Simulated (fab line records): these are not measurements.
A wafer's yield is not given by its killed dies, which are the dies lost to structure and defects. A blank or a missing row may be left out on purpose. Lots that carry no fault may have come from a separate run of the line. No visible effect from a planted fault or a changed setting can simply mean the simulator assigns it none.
Chamber matching / flow n5_finfet / N5_BEOL_M2_STRIP_66 on rie_diel-03: 4 sister chambers
The step strips in CF4. 4 wafers are shown with their chamber, then 12 later ones without.

== EACH WAFER AND ITS CHAMBER ==
wafer=L085.1; chamber=3; drypump_motor_current_A (A)=5.6
wafer=L089.3; chamber=2; drypump_motor_current_A (A)=6.7
wafer=L090.4; chamber=0; drypump_motor_current_A (A)=6.0
wafer=L090.6; chamber=1; drypump_motor_current_A (A)=6.5

== WAFERS MISSING THEIR CHAMBER ==
wafer=L092.1; drypump_motor_current_A (A)=6.0
wafer=L092.2; drypump_motor_current_A (A)=6.4
wafer=L092.4; drypump_motor_current_A (A)=6.0
wafer=L093.2; drypump_motor_current_A (A)=6.7
wafer=L093.4; drypump_motor_current_A (A)=6.5
wafer=L093.6; drypump_motor_current_A (A)=6.0
wafer=L096.2; drypump_motor_current_A (A)=6.0
wafer=L096.5; drypump_motor_current_A (A)=5.6
wafer=L096.6; drypump_motor_current_A (A)=6.7
wafer=L097.1; drypump_motor_current_A (A)=6.0
wafer=L097.5; drypump_motor_current_A (A)=5.6
wafer=L097.6; drypump_motor_current_A (A)=6.0

== THE CHAMBER EACH PASSED THROUGH ==
wafer=L092.1; from the rows above=0; in truth=0
wafer=L092.2; from the rows above=1; in truth=1
wafer=L092.4; from the rows above=0; in truth=0
wafer=L093.2; from the rows above=2; in truth=2
wafer=L093.4; from the rows above=1; in truth=1
wafer=L093.6; from the rows above=0; in truth=0
wafer=L096.2; from the rows above=0; in truth=0
wafer=L096.5; from the rows above=3; in truth=3
wafer=L096.6; from the rows above=2; in truth=2
wafer=L097.1; from the rows above=0; in truth=0
wafer=L097.5; from the rows above=3; in truth=3
wafer=L097.6; from the rows above=0; in truth=0
Correctly placed: 12 of 12. Left unplaced by these rows: 0. Wrongly placed: 0.
How it was worked out, from the rows above alone: a wafer's distance from a chamber is the root of the sum, over the readings, of the square of ((its reading less the chamber's mean) divided by the reading's scatter). The wafer belongs to the nearest chamber; if the next one is less than 2 further off, it can't be placed. Each chamber's mean is taken over the wafers shown for it. The scatter: root of mean squared gap, hidden wafer to nearest shown wafer, with one shown wafer a chamber.
